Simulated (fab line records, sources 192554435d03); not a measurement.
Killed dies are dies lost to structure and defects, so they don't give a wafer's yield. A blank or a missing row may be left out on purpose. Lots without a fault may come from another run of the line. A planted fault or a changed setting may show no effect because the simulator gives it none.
fab line records | flow n5_finfet
record lots=5 wafers=15 last_day=18
route steps=1938 shown BEOL_M5@1161
lots that met no fault: from a run of the same line without faults
start_h: hours from the record's first day to the start of the lot's first wafer shown | wait_h: hours since the lot's step before | " the same as in the row above | L1.1+2: a row that stands for several wafers | - no value, or no start given | * or withheld: withheld | < > ~ a bound
route shown NAME@n: a module of which the file shows steps, and the number in the route of the first | usual: mean/standard deviation of fault-free wafers | same: alike in all rows | chamber/n: place in a boat | sites: the reading at each site | _std_site: their standard deviation | _edge_site: outer sites' mean less inner sites' | radius_mm: how far each site lies from the wafer's centre | mask NAME#n: copy n | behind: the tool/chamber that last shaped the wafer | hold: why the lot was held/for how many hours/how that ended | device: the transistor (n, p or np) that didn't switch | end of line: the same wafers' tests at the end of the route | a step without rows: its recipe alone | killed: dies lost to structure and defects at the first sort, not the wafer's yield | map: a wafer's dies, x killed, . not, _ none there
set.NAME: the setting as run; set.NAME@STEP: as run at that earlier step | model.NAME: the simulator's own value behind a step, which no gauge read
lots at some steps of the route; a table a step, a row a wafer
services: from which hour (start_h, from the record's first day; less than 0 if before it) a tool's chamber was out of use, for how many hours, and why
## steps
# step N5_BEOL_M5_ETCH_41
# recipe chemistry=CH3F/O2 target=SiCN target_depth_a=315 taper_deg=2 time_s=56.7 ion_energy_ev=120 mask_material=TiN pressure_mtorr=30 source_w=395 bias_w=75 Ar_flow_sccm=150 CH3F_flow_sccm=30 O2_flow_sccm=20
# usual chamber_pressure_mTorr=29.995/0.029 drypump_motor_current_A=5.5/0.41 oes_product_au=0.80/0.085 rf_vpp_V=298.5/1.3 showerhead_plenum_p_Torr=2.05/0.049 throttle_valve_pct=16.23/0.21
# columns lot.wafer tool chamber start_h wait_h chamber_pressure_mTorr drypump_motor_current_A oes_product_au rf_hours_counter_h rf_vpp_V showerhead_plenum_p_Torr throttle_valve_pct
L075.3 rie_diel-06 3 - - 29.984 5.5 0.68 230 297.1 2.07 16.59
L075.4 " 0 " " 29.963 5.0 0.74 173 298.6 2.06 16.19
L075.5 " 3 " " 30.020 5.6 0.68 - 297.7 2.07 16.58
L086.4 rie_diel-01 3 - - 29.945 5.1 0.90 47 299.9 2.10 16.05
L086.5 " 3 " " 29.998 5.1 0.90 - 300.4 2.10 16.08
L086.6 " 2 " " 30.012 4.9 0.95 - 298.8 2.15 16.21
L088.1 rie_diel-06 2 - - 29.992 5.5 0.82 85 299.0 2.03 16.17
L088.4 " 0 " " 30.091 5.0 0.72 204 297.7 2.05 16.24
L088.5 " 2 " " 30.011 5.5 0.82 - 298.1 2.03 16.14
L092.1 rie_diel-01 2 - - 30.018 4.9 0.92 12 300.7 2.14 16.23
L092.3 " 3 " " 29.962 5.1 0.88 59 299.5 2.10 16.09
L092.4 " 0 " " 29.952 6.2 0.78 125 298.0 2.00 16.03
L095.1 rie_diel-06 3 - - 29.964 5.6 0.94 11 297.8 2.06 16.19
L095.2 " 1 " " 29.961 5.6 0.80 87 300.2 2.10 16.14
L095.5 " 1 " " 30.019 5.6 0.80 - 299.2 2.10 16.14
# step N5_BEOL_M5_STRIP_91
# recipe chemistry=N2/H2 time_s=10 power_w=450 temp_c=40 pressure_mtorr=20 rf_frequency_hz=6e+07 bias_power_w=7 n2_flow_sccm=200 h2_flow_sccm=200
# usual chamber_pressure_mTorr=20.003/0.023 drypump_motor_current_A=5.5/0.41 oes_product_au=0.80/0.087 rf_vpp_V=59.5/0.78 showerhead_plenum_p_Torr=2.61/0.069 throttle_valve_pct=23.52/0.21
# columns lot.wafer tool chamber start_h wait_h chamber_pressure_mTorr drypump_motor_current_A oes_product_au rf_hours_counter_h rf_vpp_V showerhead_plenum_p_Torr throttle_valve_pct
L075.3 rie_diel-06 3 - - 20.004 5.5 0.69 230 59.2 2.60 23.45
L075.4 " 0 " " 19.982 5.0 0.73 173 58.8 2.65 23.52
L075.5 " 3 " " 20.020 5.6 0.68 - 59.5 2.60 23.47
L086.4 rie_diel-01 3 - - 20.002 5.1 0.89 47 58.3 2.69 23.56
L086.5 " 3 " " 19.969 5.1 0.89 - 59.6 2.69 23.57
L086.6 " 2 " " 19.991 4.9 0.99 - 58.8 2.72 23.75
L088.1 rie_diel-06 2 - - 19.990 5.5 0.82 85 59.5 2.57 23.50
L088.4 " 0 " " 19.987 5.0 0.71 204 58.2 2.63 23.56
L088.5 " 2 " " 20.011 5.5 0.82 - 60.0 2.57 23.51
L092.1 rie_diel-01 2 - - 20.020 4.9 0.93 12 60.0 2.72 23.77
L092.3 " 3 " " 20.014 5.1 0.88 59 58.9 2.69 23.59
L092.4 " 0 " " 19.997 6.2 0.77 125 58.3 2.54 23.38
L095.1 rie_diel-06 3 - - 20.014 5.6 0.95 11 59.6 2.59 23.26
L095.2 " 1 " " 19.968 5.6 0.82 87 60.2 2.67 23.52
L095.5 " 1 " " 19.979 5.6 0.82 - 58.7 2.67 23.53
# step N5_BEOL_M5_OCD_MEAS_38
# usual trench_depth_nm=71.7/1.6
# columns lot.wafer tool chamber start_h wait_h trench_depth_nm
L075.3 ocd-02 - 200.13 - 69.0
L075.4 " - " " 70.9
L075.5 " - " " 67.8
L086.4 ocd-02 - 264.69 - 74.6
L086.5 " - " " 73.9
L086.6 " - " " 72.0
L088.1 ocd-02 - 295.93 - 71.8
L088.4 " - " " 70.7
L088.5 " - " " 71.8
L092.1 ocd-01 - 307.15 - 73.0
L092.3 " - " " 74.2
L092.4 " - " " 71.0
L095.1 ocd-01 - 326.34 - 70.3
L095.2 " - " " 71.8
L095.5 " - " " 72.1
# step N5_BEOL_M5_HM_STRIP_39
# recipe chemistry=peroxide_tin_strip material=TiN target_depth_a=250 temp_c=50 time_s=158
# columns lot.wafer tool chamber start_h wait_h
L075.3+4+5 wet_bench-05 5,2,3 200.16 0.0
L086.4+5+6 wet_bench-02 5,2,3 264.71 0.0
L088.1+4+5 wet_bench-04 2,0,1 295.97 0.0
L092.1+3+4 wet_bench-04 6,4,0 307.18 0.0
L095.1+2+5 wet_bench-02 4,5,7 326.37 0.0
# step N5_BEOL_M5_SRD_40
# recipe time_s=30 temp_c=23 rinse_liquid=diw dry=ipa_marangoni
# columns lot.wafer tool chamber start_h wait_h
L075.3+4+5 wet_bench-05 5,2,3 200.21 0.0
L086.4+5+6 wet_bench-02 5,2,3 264.76 0.0
L088.1+4+5 wet_bench-04 2,0,1 296.01 0.0
L092.1+3+4 wet_bench-04 6,4,0 307.23 0.0
L095.1+2+5 wet_bench-02 4,5,7 326.42 0.0
# step N5_BEOL_M5_PRECLEAN_42
# recipe chemistry=residue_remover time_s=60 temp_c=40
# columns lot.wafer tool chamber start_h wait_h
L075.3+4+5 wet_bench-05 5,2,3 200.23 0.0
L086.4+5+6 wet_bench-02 5,2,3 264.78 0.0
L088.1+4+5 wet_bench-04 2,0,1 296.03 0.0
L092.1+3+4 wet_bench-04 6,4,0 307.25 0.0
L095.1+2+5 wet_bench-02 4,5,7 326.43 0.0
# step N5_BEOL_M5_SRD_43
# recipe time_s=30 temp_c=23 rinse_liquid=diw dry=ipa_marangoni
# columns lot.wafer tool chamber start_h wait_h
L075.3+4+5 wet_bench-05 5,2,3 200.24 0.0
L086.4+5+6 wet_bench-02 5,2,3 264.79 0.0
L088.1+4+5 wet_bench-04 2,0,1 296.05 0.0
L092.1+3+4 wet_bench-04 6,4,0 307.27 0.0
L095.1+2+5 wet_bench-02 4,5,7 326.45 0.0
# step N5_BEOL_M5_CD_MEAS_35
# recipe target_cd_nm=28 target_cd_y_nm=24 polarity=opening
# usual cd_nm=28.2/0.34
# columns lot.wafer tool chamber start_h wait_h cd_nm
L075.3 cd_sem-03 - 200.29 0.0 28.2
L075.4 " - " " 28.1
L075.5 " - " " 28.0
L086.4 cd_sem-02 - 264.85 0.0 28.0
L086.5 " - " " 27.8
L086.6 " - " " 28.2
L088.1 cd_sem-03 - 296.09 0.0 28.3
L088.4 " - " " 28.5
L088.5 " - " " 28.5
L092.1 cd_sem-01 - 307.31 0.0 28.3
L092.3 " - " " 28.1
L092.4 " - " " 28.7
L095.1 cd_sem-02 - 326.49 0.0 28.0
L095.2 " - " " 28.2
L095.5 " - " " 27.8
# step N5_BEOL_M5_CURE_80
# recipe temp_c=370 time_s=120 ambient=DMADMS/He material=SiCOH_lowk
# usual lamp_power_pct=52.31/0.057 wafer_temp_C_max=371.7/0.48
# columns lot.wafer tool chamber start_h wait_h lamp_power_pct wafer_temp_C_max
L075.3 uv_cure-01 0 200.45 0.2 52.38 371.7
L075.4 " 0 " " 52.22 371.3
L075.5 " 0 " " 52.37 371.7
L086.4 uv_cure-01 0 265.03 0.2 52.28 371.5
L086.5 " 0 " " 52.25 371.4
L086.6 " 0 " " 52.23 371.0
L088.1 uv_cure-01 1 296.21 0.1 52.27 371.1
L088.4 " 1 " " 52.34 370.8
L088.5 " 1 " " 52.43 371.3
L092.1 uv_cure-02 1 307.35 0.0 52.38 372.2
L092.3 " 1 " " 52.33 372.0
L092.4 " 1 " " 52.41 371.9
L095.1 uv_cure-01 0 326.73 0.2 52.20 371.4
L095.2 " 0 " " 52.32 371.8
L095.5 " 0 " " 52.21 371.8
# step N5_BEOL_M5_DEGAS_44
# recipe ambient=vacuum temp_c=250 time_s=60
# usual heater_power_w=356/50
# columns lot.wafer tool chamber start_h wait_h heater_power_w
L075.3 pvd_sputter-01 - 200.85 0.3 290
L075.4 " - " " 388
L075.5 " - " " 289
L086.4 pvd_sputter-03 - 265.21 0.1 368
L086.5 " - " " 355
L086.6 " - " " 355
L088.1 pvd_sputter-03 - 296.56 0.3 439
L088.4 " - " " 363
L088.5 " - " " 369
L092.1 pvd_sputter-02 - 308.03 0.6 300
L092.3 " - " " 354
L092.4 " - " " 354
L095.1 pvd_sputter-02 - 327.55 0.7 366
L095.2 " - " " 357
L095.5 " - " " 448
# step N5_BEOL_M5_PRE_CLEAN_45
# recipe gas=H2/He time_s=30 temp_c=250
# usual heater_power_w=356/49
# columns lot.wafer tool chamber start_h wait_h heater_power_w
L075.3 pvd_sputter-01 - 200.89 0.0 288
L075.4 " - " " 384
L075.5 " - " " 297
L086.4 pvd_sputter-03 - 265.25 0.0 358
L086.5 " - " " 349
L086.6 " - " " 363
L088.1 pvd_sputter-03 - 296.60 0.0 437
L088.4 " - " " 361
L088.5 " - " " 360
L092.1 pvd_sputter-02 - 308.07 0.0 299
L092.3 " - " " 355
L092.4 " - " " 358
L095.1 pvd_sputter-02 - 327.59 0.0 359
L095.2 " - " " 354
L095.5 " - " " 432
# step N5_BEOL_M5_ALD_86
# recipe material=TaN target_thk_a=* temp_c=275 ald_precursor_family=PDMAT ald_co_reactant=NH3 pressure_torr=3 carrier_flow_sccm=1500 pulse_time_s=2 purge_time_s=3 co_reactant_purge_time_s=2 co_reactant_pulse_time_s=3 ald_cycles=30 precursor_vessel_temp_c=75 precursor_vessel_pressure_torr=26.25 precursor_vessel_carrier_sccm=1000
# usual chamber_pressure_Torr=3.000/0.0065 heater_power_w=417/30 precursor_vessel_pressure_torr=26.24/0.053
# same co_reactant_purge_time_s=2
# columns lot.wafer tool chamber start_h wait_h chamber_pressure_Torr heater_power_w precursor_vessel_pressure_torr
L075.3 ald_metal-04 0 200.95 0.0 2.999 408 26.29
L075.4 " 1 " " 3.001 376 26.26
L075.5 " 1 " " 2.986 381 26.19
L086.4 ald_metal-04 3 265.31 0.0 2.985 433 26.26
L086.5 " 2 " " 3.005 389 26.29
L086.6 " 3 " " 2.998 430 26.20
L088.1 ald_metal-04 2 296.73 0.1 2.995 396 26.31
L088.4 " 0 " " 3.005 414 26.24
L088.5 " 1 " " 2.999 375 26.23
L092.1 ald_metal-02 0 308.17 0.1 2.998 478 26.27
L092.3 " 1 " " 3.013 405 26.19
L092.4 " 2 " " 2.991 457 26.19
L095.1 ald_metal-02 0 327.65 0.0 2.998 473 26.33
L095.2 " 1 " " 3.009 408 26.18
L095.5 " 1 " " 2.996 395 26.23
# step N5_BEOL_M5_SURFACE_TREAT_87
# recipe gas=Ar time_s=* ion_energy_ev=* ion_current_ma_cm2=0.5 pressure_mtorr=* ar_flow_sccm=30
# usual throttle_valve_pct=*
# columns lot.wafer tool chamber start_h wait_h throttle_valve_pct
L075.3 pvd_sputter-03 - 201.22 0.2 *
L075.4 " - " " *
L075.5 " - " " *
L086.4 pvd_sputter-03 - 265.54 0.1 *
L086.5 " - " " *
L086.6 " - " " *
L088.1 pvd_sputter-03 - 296.96 0.1 *
L088.4 " - " " *
L088.5 " - " " *
L092.1 pvd_sputter-02 - 308.51 0.2 *
L092.3 " - " " *
L092.4 " - " " *
L095.1 pvd_sputter-01 - 327.95 0.2 *
L095.2 " - " " *
L095.5 " - " " *
# step N5_BEOL_M5_CVD_47
# recipe material=Co target_thk_a=30 temp_c=withheld precursor=CCTBA/H2 pressure_torr=30 time_s=216
# usual chamber_pressure_Torr=30.01/0.067
# columns lot.wafer tool chamber start_h wait_h chamber_pressure_Torr
L075.3 cvd_co-02 1 201.28 0.0 30.05
L075.4 " 0 " " 30.00
L075.5 " 2 " " 29.93
L086.4 cvd_co-02 0 265.67 0.1 30.09
L086.5 " 1 " " 29.97
L086.6 " 2 " " 29.97
L088.1 cvd_co-02 0 297.10 0.1 29.98
L088.4 " 0 " " 29.91
L088.5 " 2 " " 30.05
L092.1 cvd_co-01 2 308.58 0.0 29.95
L092.3 " 1 " " 30.03
L092.4 " 2 " " 30.02
L095.1 cvd_co-02 1 328.07 0.1 30.04
L095.2 " 0 " " 30.00
L095.5 " 0 " " 29.97
# step N5_BEOL_M5_SPUTTER_48
# recipe material=Cu target_thk_a=150 temp_c=-20 chamber_pressure_pa=0.07 power_w=withheld time_s=27.62
# usual throttle_valve_pct=30.2/1
# columns lot.wafer tool chamber start_h wait_h throttle_valve_pct
L075.3 pvd_sputter-01 - 201.51 0.2 30.9
L075.4 " - " " 29.4
L075.5 " - " " 29.8
L086.4 pvd_sputter-03 - 265.75 0.0 29.0
L086.5 " - " " 32.1
L086.6 " - " " 30.0
L088.1 pvd_sputter-03 - 297.26 0.1 30.9
L088.4 " - " " 29.7
L088.5 " - " " 28.8
L092.1 pvd_sputter-03 - 308.73 0.1 31.2
L092.3 " - " " 29.6
L092.4 " - " " 32.0
L095.1 pvd_sputter-02 - 328.23 0.1 29.7
L095.2 " - " " 31.3
L095.5 " - " " 28.9
# step N5_BEOL_M5_ANNEAL_49
# recipe temp_c=400 time_s=1800 ambient=vacuum
# usual heater_power_w=922/130
# columns lot.wafer tool chamber start_h wait_h heater_power_w
L075.3 pvd_sputter-01 - 201.59 0.0 856
L075.4 " - " " 966
L075.5 " - " " 743
L086.4 pvd_sputter-03 - 265.83 0.0 861
L086.5 " - " " 899
L086.6 " - " " 1115
L088.1 pvd_sputter-03 - 297.34 0.0 1019
L088.4 " - " " 1141
L088.5 " - " " 895
L092.1 pvd_sputter-03 - 308.81 0.0 999
L092.3 " - " " 1111
L092.4 " - " " 896
L095.1 pvd_sputter-02 - 328.31 0.0 894
L095.2 " - " " 746
L095.5 " - " " 899
# step N5_BEOL_M5_SPUTTER_81
# recipe material=Cu target_thk_a=150 temp_c=-20 chamber_pressure_pa=0.07 power_w=withheld time_s=27.62
# usual throttle_valve_pct=30.2/1
# columns lot.wafer tool chamber start_h wait_h throttle_valve_pct
L075.3 pvd_sputter-01 - 202.59 0.5 31.1
L075.4 " - " " 29.7
L075.5 " - " " 29.8
L086.4 pvd_sputter-03 - 266.84 0.5 29.4
L086.5 " - " " 31.9
L086.6 " - " " 29.3
L088.1 pvd_sputter-03 - 298.35 0.5 31.1
L088.4 " - " " 29.5
L088.5 " - " " 29.1
L092.1 pvd_sputter-03 - 309.82 0.5 31.2
L092.3 " - " " 29.9
L092.4 " - " " 32.0
L095.1 pvd_sputter-02 - 329.32 0.5 29.6
L095.2 " - " " 31.3
L095.5 " - " " 28.7
# step N5_BEOL_M5_ANNEAL_82
# recipe temp_c=400 time_s=1800 ambient=vacuum
# usual heater_power_w=921/130
# columns lot.wafer tool chamber start_h wait_h heater_power_w
L075.3 pvd_sputter-01 - 202.67 0.0 867
L075.4 " - " " 983
L075.5 " - " " 732
L086.4 pvd_sputter-03 - 266.92 0.0 900
L086.5 " - " " 879
L086.6 " - " " 1140
L088.1 pvd_sputter-03 - 298.43 0.0 1015
L088.4 " - " " 1107
L088.5 " - " " 908
L092.1 pvd_sputter-03 - 309.90 0.0 1031
L092.3 " - " " 1121
L092.4 " - " " 875
L095.1 pvd_sputter-02 - 329.40 0.0 887
L095.2 " - " " 757
L095.5 " - " " 876
# step N5_BEOL_M5_SPUTTER_83
# recipe material=Cu target_thk_a=150 temp_c=-20 chamber_pressure_pa=0.07 power_w=withheld time_s=27.62
# usual throttle_valve_pct=30.2/1
# columns lot.wafer tool chamber start_h wait_h throttle_valve_pct
L075.3 pvd_sputter-01 - 203.68 0.5 31.4
L075.4 " - " " 29.6
L075.5 " - " " 29.6
L086.4 pvd_sputter-03 - 267.93 0.5 28.8
L086.5 " - " " 31.9
L086.6 " - " " 29.9
L088.1 pvd_sputter-03 - 299.44 0.5 31.0
L088.4 " - " " 29.8
L088.5 " - " " 29.0
L092.1 pvd_sputter-03 - 310.90 0.5 31.4
L092.3 " - " " 29.7
L092.4 " - " " 31.9
L095.1 pvd_sputter-02 - 330.40 0.5 29.6
L095.2 " - " " 31.4
L095.5 " - " " 28.9
# step N5_BEOL_M5_ANNEAL_84
# recipe temp_c=400 time_s=1800 ambient=vacuum
# usual heater_power_w=923/130
# columns lot.wafer tool chamber start_h wait_h heater_power_w
L075.3 pvd_sputter-01 - 203.76 0.0 886
L075.4 " - " " 959
L075.5 " - " " 738
L086.4 pvd_sputter-03 - 268.01 0.0 889
L086.5 " - " " 900
L086.6 " - " " 1109
L088.1 pvd_sputter-03 - 299.52 0.0 1033
L088.4 " - " " 1115
L088.5 " - " " 891
L092.1 pvd_sputter-03 - 310.98 0.0 1004
L092.3 " - " " 1129
L092.4 " - " " 893
L095.1 pvd_sputter-02 - 330.48 0.0 905
L095.2 " - " " 761
L095.5 " - " " 908
# step N5_BEOL_M5_SPUTTER_88
# recipe material=Cu target_thk_a=150 temp_c=-20 chamber_pressure_pa=0.07 power_w=withheld time_s=27.62
# usual throttle_valve_pct=30.2/1
# columns lot.wafer tool chamber start_h wait_h throttle_valve_pct
L075.3 pvd_sputter-01 - 204.77 0.5 31.2
L075.4 " - " " 29.8
L075.5 " - " " 29.6
L086.4 pvd_sputter-03 - 269.01 0.5 29.2
L086.5 " - " " 31.9
L086.6 " - " " 29.8
L088.1 pvd_sputter-03 - 300.52 0.5 30.9
L088.4 " - " " 29.7
L088.5 " - " " 29.4
L092.1 pvd_sputter-03 - 311.99 0.5 31.0
L092.3 " - " " 29.6
L092.4 " - " " 32.0
L095.1 pvd_sputter-02 - 331.49 0.5 30.0
L095.2 " - " " 31.2
L095.5 " - " " 28.9
# step N5_BEOL_M5_ANNEAL_89
# recipe temp_c=400 time_s=1800 ambient=vacuum
# usual heater_power_w=920/130
# columns lot.wafer tool chamber start_h wait_h heater_power_w
L075.3 pvd_sputter-01 - 204.85 0.0 885
L075.4 " - " " 943
L075.5 " - " " 752
L086.4 pvd_sputter-03 - 269.09 0.0 888
L086.5 " - " " 880
L086.6 " - " " 1115
L088.1 pvd_sputter-03 - 300.60 0.0 998
L088.4 " - " " 1112
L088.5 " - " " 912
L092.1 pvd_sputter-03 - 312.07 0.0 998
L092.3 " - " " 1131
L092.4 " - " " 898
L095.1 pvd_sputter-02 - 331.57 0.0 910
L095.2 " - " " 740
L095.5 " - " " 881
# step N5_BEOL_M5_SPUTTER_90
# recipe material=Cu target_thk_a=45 temp_c=-20 chamber_pressure_pa=0.07 power_w=withheld time_s=8.29
# usual throttle_valve_pct=30.2/1
# columns lot.wafer tool chamber start_h wait_h throttle_valve_pct
L075.3 pvd_sputter-01 - 205.85 0.5 31.0
L075.4 " - " " 29.7
L075.5 " - " " 29.7
L086.4 pvd_sputter-03 - 270.10 0.5 29.2
L086.5 " - " " 31.8
L086.6 " - " " 29.6
L088.1 pvd_sputter-03 - 301.61 0.5 31.1
L088.4 " - " " 29.7
L088.5 " - " " 29.3
L092.1 pvd_sputter-03 - 313.08 0.5 31.3
L092.3 " - " " 29.7
L092.4 " - " " 32.1
L095.1 pvd_sputter-02 - 333.19 1.1 29.8
L095.2 " - " " 31.3
L095.5 " - " " 28.9
# step N5_BEOL_M5_ECD_50
# recipe material=Cu target_thk_a=3000
# columns lot.wafer tool chamber start_h wait_h
L075.3+4+5 ecd_cu-02 0,1,0 205.99 0.1
L086.4+5+6 ecd_cu-02 0,1,0 270.24 0.1
L088.1+4+5 ecd_cu-01 0 301.73 0.1
L092.1+3+4 ecd_cu-01 1,0,1 313.19 0.1
L095.1+2+5 ecd_cu-01 1,0,0 333.31 0.1
# step N5_BEOL_M5_ANNEAL_51
# recipe temp_c=225 time_s=90 ambient=N2
# usual wafer_temp_C_max=226.0/0.43
# columns lot.wafer tool chamber start_h wait_h wafer_temp_C_max
L075.3 rtp_anneal-01 0 206.15 0.1 225.7
L075.4 " 0 " " 225.7
L075.5 " 0 " " 225.5
L086.4 rtp_anneal-02 0 270.72 0.5 226.3
L086.5 " 0 " " 226.2
L086.6 " 0 " " 226.6
L088.1 rtp_anneal-02 0 301.81 0.1 226.5
L088.4 " 0 " " 227.2
L088.5 " 0 " " 226.4
L092.1 rtp_anneal-01 0 313.28 0.1 225.9
L092.3 " 0 " " 225.6
L092.4 " 0 " " 225.5
L095.1 rtp_anneal-02 0 333.69 0.4 225.9
L095.2 " 0 " " 226.3
L095.5 " 0 " " 225.8
# step N5_BEOL_M5_CMP_52
# recipe stop_on=SiCOH_lowk t_overpolish_s=6.9 down_force_psi=1 platen_rpm=50 clearing_platen_down_force_psi=1.5 clearing_platen_rpm=50 post_cmp_clean=cu_alkaline target_thk_nm=62 clearing_platen_pad_velocity_m_s=0.99484 pad_velocity_m_s=0.99484
# usual barrier_field_endpoint_s=24.7/0.71 clearing_platen_down_force_psi=1.5000/0.0029 motor_current_A=6.0/0.56 overpolish_run_s=6.900/0.0082 time_to_endpoint_s=62/3.8
# columns lot.wafer tool chamber start_h wait_h barrier_field_endpoint_s clearing_platen_down_force_psi motor_current_A overpolish_run_s time_to_endpoint_s
L075.3 cmp-02 0 206.39 0.2 24.8 1.5004 5.8 6.898 63
L075.4 " 1 " " 24.3 1.4960 5.1 6.899 58
L075.5 " 0 " " 24.9 1.4965 5.7 6.900 63
L086.4 cmp-01 3 270.92 0.2 24.4 1.5003 6.3 6.896 61
L086.5 " 2 " " 24.0 1.5007 6.1 6.887 60
L086.6 " 3 " " 25.8 1.5030 5.7 6.897 64
L088.1 cmp-02 3 302.15 0.3 24.8 1.5044 6.2 6.889 65
L088.4 " 0 " " 25.9 1.5007 5.8 6.899 69
L088.5 " 2 " " 24.8 1.5072 6.7 6.893 60
L092.4 cmp-02 1 313.66 0.2 23.8 1.5012 5.2 6.892 56
L092.3 " 2 " " 23.2 1.5015 6.4 6.907 54
L092.1 " 3 " " 23.4 1.5049 5.8 6.914 56
L095.2 cmp-03 1 334.04 0.3 23.6 1.5030 6.8 6.903 56
L095.1 " 2 " " 23.8 1.4979 6.4 6.892 59
L095.5 " 0 " " 24.5 1.5007 5.3 6.899 60
# step N5_BEOL_M5_THK_MEAS_53
# recipe thk_meas_gauge=xrf reads=Cu_of_BEOL_M5_ECD_50
# usual M5_THK=61.5/1.9
# columns lot.wafer tool chamber start_h wait_h M5_THK[nm]
L075.3 film_metro-02 - 206.65 - 59.5
L075.4 " - " " 60.7
L075.5 " - " " 59.0
L086.4 film_metro-01 - 271.17 - 64.5
L086.5 " - " " 63.8
L086.6 " - " " 60.0
L088.1 film_metro-01 - 302.41 - 60.8
L088.4 " - " " 59.7
L088.5 " - " " 59.7
L092.1 film_metro-01 - 313.96 - 62.6
L092.3 " - " " 62.1
L092.4 " - " " 59.6
L095.1 film_metro-01 - 334.29 - 60.7
L095.2 " - " " 60.0
L095.5 " - " " 61.1
# step N5_BEOL_M5_PRE_CLEAN_77
# recipe gas=NH3/H2 time_s=15 temp_c=* rf_power_w=300
# usual heater_power_w=92/15
# columns lot.wafer tool chamber start_h wait_h heater_power_w
L075.3 cvd_co-02 2 206.69 0.0 84
L075.4 " 0 " " 118
L075.5 " 1 " " 95
L086.4 cvd_co-02 0 271.28 0.1 119
L086.5 " 1 " " 93
L086.6 " 2 " " 85
L088.1 cvd_co-01 2 302.50 0.1 69
L088.4 " 1 " " 92
L088.5 " 2 " " 69
L092.1 cvd_co-02 0 314.00 0.0 121
L092.3 " 2 " " 90
L092.4 " 2 " " 89
L095.1 cvd_co-02 2 334.33 0.0 86
L095.2 " 0 " " 119
L095.5 " 1 " " 92
# step N5_BEOL_M5_CO_CAP_78
# recipe material=Co target_thk_a=20 temp_c=200 precursor=CCTBA/H2 pressure_torr=30 time_s=102.1
# usual chamber_pressure_Torr=29.99/0.072 heater_power_w=246/19
# columns lot.wafer tool chamber start_h wait_h chamber_pressure_Torr heater_power_w
L075.3 cvd_co-02 2 206.73 0.0 29.95 243
L075.4 " 0 " " 30.02 286
L075.5 " 1 " " 29.94 251
L086.4 cvd_co-02 0 271.34 0.0 29.96 274
L086.5 " 1 " " 29.99 247
L086.6 " 2 " " 30.05 244
L088.1 cvd_co-01 2 302.54 0.0 29.98 214
L088.4 " 1 " " 30.12 240
L088.5 " 2 " " 30.01 218
L092.1 cvd_co-02 0 314.04 0.0 29.91 271
L092.3 " 2 " " 30.10 243
L092.4 " 2 " " 30.07 237
L095.1 cvd_co-02 2 334.37 0.0 30.03 232
L095.2 " 0 " " 30.02 281
L095.5 " 1 " " 29.92 246
# step N5_BEOL_M5_PRE_CLEAN_55
# recipe gas=NH3 time_s=15 temp_c=withheld rf_power_w=300
# columns lot.wafer tool chamber start_h wait_h
L075.3+4+5 pecvd-01 1,1,0 206.82 0.1
L086.4+5+6 pecvd-01 0,2,1 271.41 0.0
L088.1+4+5 pecvd-04 2,1,0 302.63 0.1
L092.1+3+4 pecvd-01 0,2,2 314.13 0.1
L095.1+2+5 pecvd-01 1,0,0 334.46 0.1
# step N5_BEOL_M5_DEP_56
# recipe material=SiCN target_thk_a=80 temp_c=withheld precursor=3MS/NH3 pressure_torr=3 rf_w=202 time_s=14
# usual chamber_pressure_Torr=2.999/0.0064 showerhead_plenum_p_Torr=3.663/0.014 throttle_valve_pct=9.2/0.62
# columns lot.wafer tool chamber start_h wait_h chamber_pressure_Torr showerhead_plenum_p_Torr throttle_valve_pct
L075.3 pecvd-01 1 206.84 0.0 3.000 3.676 9.1
L075.4 " 1 " " 3.003 3.680 9.4
L075.5 " 0 " " 2.996 3.659 10.3
L086.4 pecvd-01 0 271.44 0.0 3.002 3.651 10.1
L086.5 " 2 " " 3.009 3.669 9.3
L086.6 " 1 " " 3.000 3.678 9.0
L088.1 pecvd-04 2 302.65 0.0 2.988 3.691 8.5
L088.4 " 1 " " 3.005 3.660 8.7
L088.5 " 0 " " 3.004 3.687 9.4
L092.1 pecvd-01 0 314.16 0.0 2.991 3.654 10.1
L092.3 " 2 " " 3.004 3.670 9.2
L092.4 " 2 " " 3.003 3.668 9.2
L095.1 pecvd-01 1 334.49 0.0 3.012 3.671 9.2
L095.2 " 0 " " 3.000 3.646 9.7
L095.5 " 0 " " 2.989 3.646 10.1
# step N5_BEOL_M5_RS_MEAS_57
# recipe thk_meas_gauge=four-point-probe reads=Co_of_BEOL_M5_CO_CAP_78+Cu_of_BEOL_M5_ECD_50+Co_of_BEOL_M5_CVD_47+TaN_of_BEOL_M5_ALD_86
# usual M5_RS=0.387/0.014
# columns lot.wafer tool chamber start_h wait_h M5_RS[ohm/sq]
L075.3 film_metro-01 - 206.91 0.1 0.397
L075.4 " - " " 0.389
L075.5 " - " " 0.401
L086.4 film_metro-02 - 271.49 0.0 0.362
L086.5 " - " " 0.365
L086.6 " - " " 0.394
L088.1 film_metro-01 - 302.72 0.0 0.391
L088.4 " - " " 0.397
L088.5 " - " " 0.399
L092.1 film_metro-02 - 314.24 0.1 0.380
L092.3 " - " " 0.384
L092.4 " - " " 0.403
L095.1 film_metro-01 - 334.55 0.0 0.393
L095.2 " - " " 0.402
L095.5 " - " " 0.393
# step N5_BEOL_M5_INSPECT_58
# recipe inspect_instrument=darkfield mode=post_dep
# usual raw_defect_count=75/28
# columns lot.wafer tool chamber start_h wait_h raw_defect_count
L075.3 defect_inspect-02 - 206.94 0.0 48
L075.4 " - " " 95
L075.5 " - " " 42
L086.4 defect_inspect-02 - 271.52 0.0 93
L086.5 " - " " 81
L086.6 " - " " 89
L088.1 defect_inspect-01 - 302.74 0.0 64
L088.4 " - " " 70
L088.5 " - " " 89
L092.1 defect_inspect-02 - 314.26 0.0 73
L092.3 " - " " 46
L092.4 " - " " 86
L095.1 defect_inspect-02 - 334.58 0.0 64
L095.2 " - " " 70
L095.5 " - " " 43
## services
# columns tool chamber start_h hours kind
ecd_cu-01 - 179.99 6.2 pm
cvd_co-01 - 184.97 0.9 repair
uv_cure-01 - 197.17 1.0 pm
ald_metal-02 - 197.38 3.1 repair
uv_cure-01 - 201.62 2.9 repair
rie_diel-06 2 202.14 2.7 repair
rie_diel-06 1 212.35 3.7 repair
pecvd-04 - 222.09 0.9 repair
cmp-02 - 223.24 4.0 pm
rie_diel-06 - 223.62 2.8 pm
ecd_cu-01 - 226.43 1.2 repair
pecvd-01 2 226.64 4.0 repair
pvd_sputter-02 - 227.10 2.2 repair
uv_cure-01 - 231.89 0.6 repair
cmp-02 - 237.53 0.7 repair
pvd_sputter-01 - 259.00 8.8 repair
cvd_co-01 1 275.51 12.5 repair
ald_metal-04 3 286.38 24.5 repair
ald_metal-04 1 293.91 1.8 repair
pecvd-01 2 295.85 6.1 repair
rie_diel-01 - 301.89 2.8 pm
rie_diel-06 - 310.58 0.7 repair
ald_metal-04 3 312.15 4.0 repair
ecd_cu-01 - 323.03 5.9 pm
## key
fault none
